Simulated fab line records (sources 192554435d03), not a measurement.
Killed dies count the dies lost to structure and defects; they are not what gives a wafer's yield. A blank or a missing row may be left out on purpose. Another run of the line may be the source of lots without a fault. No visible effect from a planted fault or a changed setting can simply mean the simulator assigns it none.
fab line records | flow n5-finfet | part 2 of 2: steps 19 to 29 of 29
[record] lots = 5 | wafers = 15 | last-day = 19
route steps=1938 shown BEOL_M15@1821 PASS1_DEP@1831 MIM_BOT@1832 MIM_TOP@1834 MIM_TOP_LITHO@1839
lots that met no fault: from a run of the same line without faults
start-h: hours from the record's opening day to when the first of the lot's shown wafers began | wait-h: hours since the lot's step before | " same as the row above | L1.1+2: one row covering several wafers at once | - no value, or no start given | * or withheld: withheld | < > ~ a bound
route shown NAME@n: NAME is a module with steps in the file, n the number in the route of the first one | usual: the fault-free wafers' mean and standard deviation | same: alike in all rows | chamber/n: place in a boat | sites: per-site readings | _std_site: standard deviation of those values | _edge_site: outer sites' mean less inner sites' | radius-mm: how far each site lies from the wafer's centre | mask NAME#n: copy n | behind: tool/chamber where the wafer was last shaped | hold: reason for holding the lot/hours on hold/outcome of the hold | device: whichever transistor did not switch (one of n, p or np) | end of line: the same wafers' tests at the end of the route | a step given without rows: its recipe and nothing more | killed: not the wafer's yield, but the dies lost to structure and defects at the first sort | map: the dies of a wafer, with x for killed, . for not killed, _ for no die there
set.NAME: the setting as run; set.NAME@STEP: as run at that earlier step | model.NAME: the simulator's own value behind a step, which no gauge read
lots seen at some steps along the route; tables by step, rows by wafer
services: a tool's chamber out of use, with start hour (start-h, from the record's first day; less than 0 if before it), hours out, and reason
[[steps]]
[step N5_MIM_TOP_LITHO_HMDS_01]
[recipe] time-s = 60 | temp-c = 120
[usual] heater-power-total-W = 196.8/2.1 | resist-line-temp-C = 22.99/0.11
lot.wafer | tool           | chamber | start-h | wait-h | heater-power-total-W | resist-line-temp-C
L081.3    | litho-track-04 | 0       | 316.92  | 0.1    | 193.9                | 23.09
L081.4    | "              | 0       | "       | "      | 197.6                | 23.04
L081.6    | "              | 0       | "       | "      | 199.8                | 22.93
L091.3    | litho-track-01 | 0       | 375.58  | 0.1    | 199.7                | 22.84
L091.5    | "              | 0       | "       | "      | 194.3                | 22.84
L091.6    | "              | 0       | "       | "      | 196.9                | 22.82
L093.2    | litho-track-05 | 0       | 389.08  | 0.1    | 198.2                | 23.16
L093.4    | "              | 0       | "       | "      | 194.0                | 23.11
L093.5    | "              | 0       | "       | "      | 194.0                | 23.15
L095.3    | litho-track-04 | 0       | 389.13  | 0.1    | 199.7                | 23.03
L095.4    | "              | 0       | "       | "      | 198.6                | 22.94
L095.6    | "              | 0       | "       | "      | 197.2                | 22.99
L097.1    | litho-track-05 | 0       | 430.64  | 0.1    | 199.7                | 22.85
L097.3    | "              | 0       | "       | "      | 194.3                | 23.12
L097.4    | "              | 0       | "       | "      | 194.2                | 22.94
[step N5_MIM_TOP_LITHO_COAT_02]
[recipe] spin-rpm = * | resist-thk-nm = *
[usual] resist-line-temp-C = 23.00/0.11
lot.wafer | tool           | chamber | start-h | wait-h | resist-line-temp-C
L081.3    | litho-track-04 | 0       | -       | -      | 23.05
L081.4    | "              | 0       | "       | "      | 22.89
L081.6    | "              | 0       | "       | "      | 22.98
L091.3    | litho-track-01 | 0       | -       | -      | 22.99
L091.5    | "              | 0       | "       | "      | 22.81
L091.6    | "              | 0       | "       | "      | 22.99
L093.2    | litho-track-05 | 0       | -       | -      | 23.02
L093.4    | "              | 0       | "       | "      | 22.91
L093.5    | "              | 0       | "       | "      | 22.93
L095.3    | litho-track-04 | 0       | -       | -      | 23.04
L095.4    | "              | 0       | "       | "      | 23.08
L095.6    | "              | 0       | "       | "      | 23.17
L097.1    | litho-track-05 | 0       | -       | -      | 23.09
L097.3    | "              | 0       | "       | "      | 23.05
L097.4    | "              | 0       | "       | "      | 23.11
[step N5_MIM_TOP_LITHO_EBR_04]
[recipe] solvent = PGMEA | ebr-width-mm = 1.5
[usual] resist-line-temp-C = 23.01/0.1
lot.wafer | tool           | chamber | start-h | wait-h | resist-line-temp-C
L081.3    | litho-track-04 | 0       | -       | -      | 22.87
L081.4    | "              | 0       | "       | "      | 23.08
L081.6    | "              | 0       | "       | "      | 22.99
L091.3    | litho-track-01 | 0       | -       | -      | 22.81
L091.5    | "              | 0       | "       | "      | 23.12
L091.6    | "              | 0       | "       | "      | 22.98
L093.2    | litho-track-05 | 0       | -       | -      | 22.83
L093.4    | "              | 0       | "       | "      | 22.94
L093.5    | "              | 0       | "       | "      | 23.08
L095.3    | litho-track-04 | 0       | -       | -      | 23.07
L095.4    | "              | 0       | "       | "      | 23.14
L095.6    | "              | 0       | "       | "      | 22.97
L097.1    | litho-track-05 | 0       | -       | -      | 22.90
L097.3    | "              | 0       | "       | "      | 23.15
L097.4    | "              | 0       | "       | "      | 23.11
[step N5_MIM_TOP_LITHO_SOFTBAKE_03]
[recipe] temp-c = 100 | time-s = 90
[usual] heater-power-total-W = 121.2/0.53 | resist-line-temp-C = 22.99/0.096
lot.wafer | tool           | chamber | start-h | wait-h | heater-power-total-W | resist-line-temp-C
L081.3    | litho-track-04 | 0       | -       | -      | 121.0                | 22.98
L081.4    | "              | 0       | "       | "      | 121.2                | 22.93
L081.6    | "              | 0       | "       | "      | 120.7                | 22.92
L091.3    | litho-track-01 | 0       | -       | -      | 121.0                | 22.96
L091.5    | "              | 0       | "       | "      | 121.7                | 23.06
L091.6    | "              | 0       | "       | "      | 121.0                | 22.92
L093.2    | litho-track-05 | 0       | -       | -      | 121.1                | 22.88
L093.4    | "              | 0       | "       | "      | 121.3                | 22.87
L093.5    | "              | 0       | "       | "      | 122.2                | 22.91
L095.3    | litho-track-04 | 0       | -       | -      | 121.3                | 22.95
L095.4    | "              | 0       | "       | "      | 122.0                | 22.98
L095.6    | "              | 0       | "       | "      | 121.0                | 23.21
L097.1    | litho-track-05 | 0       | -       | -      | 121.9                | 23.04
L097.3    | "              | 0       | "       | "      | 122.0                | 23.07
L097.4    | "              | 0       | "       | "      | 122.0                | 22.88
[step N5_MIM_TOP_LITHO_EXPOSE_05]
[recipe] mask-id = MIM_TOP | na = 0.55 | source-shape = conventional | sigma-outer = 0.8 | polarization = unpolarized | target-cd-nm = 2000 | dose-mj = 20.5
[same] sigma-outer = 0.8
lot.wafer  | tool           | chamber | start-h | wait-h | mask
L081.3+4+6 | krf-scanner-01 | 0       | 317.03  | -      | MIM_TOP#0
L091.3+5+6 | krf-scanner-01 | 0       | 375.70  | -      | MIM_TOP#0
L093.2+4+5 | krf-scanner-02 | 0       | 389.19  | -      | MIM_TOP#0
L095.3+4+6 | krf-scanner-01 | 0       | 389.37  | -      | MIM_TOP#0
L097.1+3+4 | krf-scanner-02 | 0       | 430.74  | -      | MIM_TOP#0
[step N5_MIM_TOP_LITHO_PEB_06]
[recipe] peb-temp-c = withheld | peb-time-s = *
[usual] resist-line-temp-C = *
lot.wafer | tool           | chamber | start-h | wait-h | resist-line-temp-C
L081.3    | litho-track-05 | 0       | 317.08  | 0.0    | *
L081.4    | "              | 0       | "       | "      | *
L081.6    | "              | 0       | "       | "      | *
L091.3    | litho-track-01 | 0       | 375.75  | 0.0    | *
L091.5    | "              | 0       | "       | "      | *
L091.6    | "              | 0       | "       | "      | *
L093.2    | litho-track-01 | 0       | 389.24  | 0.0    | *
L093.4    | "              | 0       | "       | "      | *
L093.5    | "              | 0       | "       | "      | *
L095.3    | litho-track-05 | 0       | 389.42  | 0.0    | *
L095.4    | "              | 0       | "       | "      | *
L095.6    | "              | 0       | "       | "      | *
L097.1    | litho-track-04 | 0       | 430.80  | 0.1    | *
L097.3    | "              | 0       | "       | "      | *
L097.4    | "              | 0       | "       | "      | *
[step N5_MIM_TOP_LITHO_DEVELOP_07]
[recipe] develop-time-s = 60 | rinse-liquid = diw | dry = air-spin | dev-temp-c = 21
[usual] resist-line-temp-C = 22.97/0.11
lot.wafer | tool           | chamber | start-h | wait-h | resist-line-temp-C
L081.3    | litho-track-05 | 0       | -       | -      | 22.98
L081.4    | "              | 0       | "       | "      | 23.03
L081.6    | "              | 0       | "       | "      | 23.01
L091.3    | litho-track-01 | 0       | -       | -      | 22.88
L091.5    | "              | 0       | "       | "      | 23.03
L091.6    | "              | 0       | "       | "      | 23.08
L093.2    | litho-track-01 | 0       | -       | -      | 22.93
L093.4    | "              | 0       | "       | "      | 22.88
L093.5    | "              | 0       | "       | "      | 23.07
L095.3    | litho-track-05 | 0       | -       | -      | 23.06
L095.4    | "              | 0       | "       | "      | 23.08
L095.6    | "              | 0       | "       | "      | 23.15
L097.1    | litho-track-04 | 0       | -       | -      | 23.02
L097.3    | "              | 0       | "       | "      | 23.16
L097.4    | "              | 0       | "       | "      | 23.10
[step N5_MIM_TOP_LITHO_HARDBAKE_09]
[recipe] temp-c = 130 | time-s = 120
[usual] heater-power-total-W = 148.2/0.91 | resist-line-temp-C = 23.00/0.1
lot.wafer | tool           | chamber | start-h | wait-h | heater-power-total-W | resist-line-temp-C
L081.3    | litho-track-05 | 0       | -       | -      | 147.6                | 22.99
L081.4    | "              | 0       | "       | "      | 149.1                | 23.14
L081.6    | "              | 0       | "       | "      | 147.2                | 23.07
L091.3    | litho-track-01 | 0       | -       | -      | 148.6                | 23.06
L091.5    | "              | 0       | "       | "      | 147.3                | 22.90
L091.6    | "              | 0       | "       | "      | 146.8                | 22.98
L093.2    | litho-track-01 | 0       | -       | -      | 147.7                | 22.89
L093.4    | "              | 0       | "       | "      | 148.9                | 22.92
L093.5    | "              | 0       | "       | "      | 146.4                | 22.88
L095.3    | litho-track-05 | 0       | -       | -      | 149.2                | 22.93
L095.4    | "              | 0       | "       | "      | 149.3                | 22.97
L095.6    | "              | 0       | "       | "      | 148.3                | 22.97
L097.1    | litho-track-04 | 0       | -       | -      | 147.7                | 23.12
L097.3    | "              | 0       | "       | "      | 148.8                | 23.04
L097.4    | "              | 0       | "       | "      | 147.6                | 22.93
[step N5_MIM_TOP_LITHO_CD_MEAS_08]
[recipe] target-cd-nm = 2000 | landing-energy-ev = 500 | detector = se-inlens
[usual] cd-nm = 2000.1/1.4
lot.wafer | tool      | chamber | start-h | wait-h | cd-nm
L081.3    | cd-sem-02 | 0       | 317.20  | -      | 2000.3
L081.4    | "         | 0       | "       | "      | 2001.8
L081.6    | "         | 0       | "       | "      | 1999.4
L091.3    | cd-sem-01 | 0       | 375.87  | -      | 2002.6
L091.5    | "         | 0       | "       | "      | 2000.2
L091.6    | "         | 0       | "       | "      | 2001.7
L093.2    | cd-sem-01 | 0       | 389.36  | -      | 2000.5
L093.4    | "         | 0       | "       | "      | 2001.9
L093.5    | "         | 0       | "       | "      | 2001.5
L095.3    | cd-sem-03 | 0       | 389.54  | -      | 2001.4
L095.4    | "         | 0       | "       | "      | 1999.4
L095.6    | "         | 0       | "       | "      | 1999.4
L097.1    | cd-sem-02 | 0       | 430.92  | -      | 1998.7
L097.3    | "         | 0       | "       | "      | 1998.7
L097.4    | "         | 0       | "       | "      | 1998.7
[step N5_MIM_TOP_LITHO_OVL_MEAS_11]
[recipe] points-per-wafer = 44
[usual] MIM_TOP_OVL = 5/6.2
lot.wafer | tool       | chamber | start-h | wait-h | MIM_TOP_OVL[nm]
L081.3    | overlay-02 | 0       | 317.23  | 0.0    | -3
L081.4    | "          | 0       | "       | "      | 0
L081.6    | "          | 0       | "       | "      | 3
L091.3    | overlay-02 | 0       | 375.90  | 0.0    | 12
L091.5    | "          | 0       | "       | "      | 9
L091.6    | "          | 0       | "       | "      | 10
L093.2    | overlay-02 | 0       | 389.39  | 0.0    | -4
L093.4    | "          | 0       | "       | "      | -2
L093.5    | "          | 0       | "       | "      | -3
L095.3    | overlay-01 | 0       | 389.56  | 0.0    | 10
L095.4    | "          | 0       | "       | "      | 13
L095.6    | "          | 0       | "       | "      | 14
L097.1    | overlay-01 | 0       | 430.95  | 0.0    | -2
L097.3    | "          | 0       | "       | "      | 2
L097.4    | "          | 0       | "       | "      | -2
[step N5_MIM_TOP_LITHO_INSPECT_12]
[recipe] mode = adi | inspect-instrument = macro
[usual] raw-defect-count = 1.9/1.4
lot.wafer | tool              | chamber | start-h | wait-h | raw-defect-count
L081.3    | defect-inspect-01 | -       | 317.25  | 0.0    | 0
L081.4    | "                 | -       | "       | "      | 2
L081.6    | "                 | -       | "       | "      | 1
L091.3    | defect-inspect-02 | -       | 375.92  | 0.0    | 2
L091.5    | "                 | -       | "       | "      | 0
L091.6    | "                 | -       | "       | "      | 2
L093.2    | defect-inspect-01 | -       | 389.41  | 0.0    | 1
L093.4    | "                 | -       | "       | "      | 1
L093.5    | "                 | -       | "       | "      | 2
L095.3    | defect-inspect-02 | -       | 389.59  | 0.0    | 1
L095.4    | "                 | -       | "       | "      | 4
L095.6    | "                 | -       | "       | "      | 2
L097.1    | defect-inspect-02 | -       | 430.97  | 0.0    | 1
L097.3    | "                 | -       | "       | "      | 2
L097.4    | "                 | -       | "       | "      | 2
[[services]]
tool           | chamber | start-h | hours | kind
cmp-03         | -       | 299.39  | 2.2   | repair
krf-scanner-02 | -       | 303.94  | 4.4   | pm
krf-scanner-01 | -       | 310.50  | 1.3   | pm
pecvd-01       | -       | 312.06  | 6.0   | pm
ald-hk-03      | -       | 320.60  | 1.1   | repair
cmp-03         | -       | 328.65  | 4.0   | pm
cmp-02         | -       | 337.23  | 1.5   | repair
cmp-03         | -       | 343.66  | 1.3   | repair
cmp-02         | -       | 350.18  | 0.4   | repair
cmp-01         | -       | 350.53  | 0.4   | repair
ald-hk-02      | -       | 352.75  | 0.5   | repair
pecvd-02       | -       | 357.71  | 14.6  | pm
cmp-03         | -       | 362.85  | 0.3   | repair
krf-scanner-01 | -       | 364.11  | 0.8   | pm
krf-scanner-01 | -       | 365.16  | 1.2   | repair
pecvd-02       | -       | 384.30  | 0.8   | repair
cmp-01         | -       | 388.20  | 2.8   | pm
pvd-sputter-02 | -       | 391.44  | 2.1   | repair
krf-scanner-02 | -       | 404.15  | 0.8   | pm
pecvd-04       | 2       | 404.90  | 20.1  | repair
krf-scanner-02 | -       | 406.15  | 0.3   | repair
pecvd-01       | 1       | 411.20  | 8.4   | repair
krf-scanner-01 | -       | 423.56  | 1.0   | pm
pecvd-04       | -       | 427.58  | 2.8   | pm
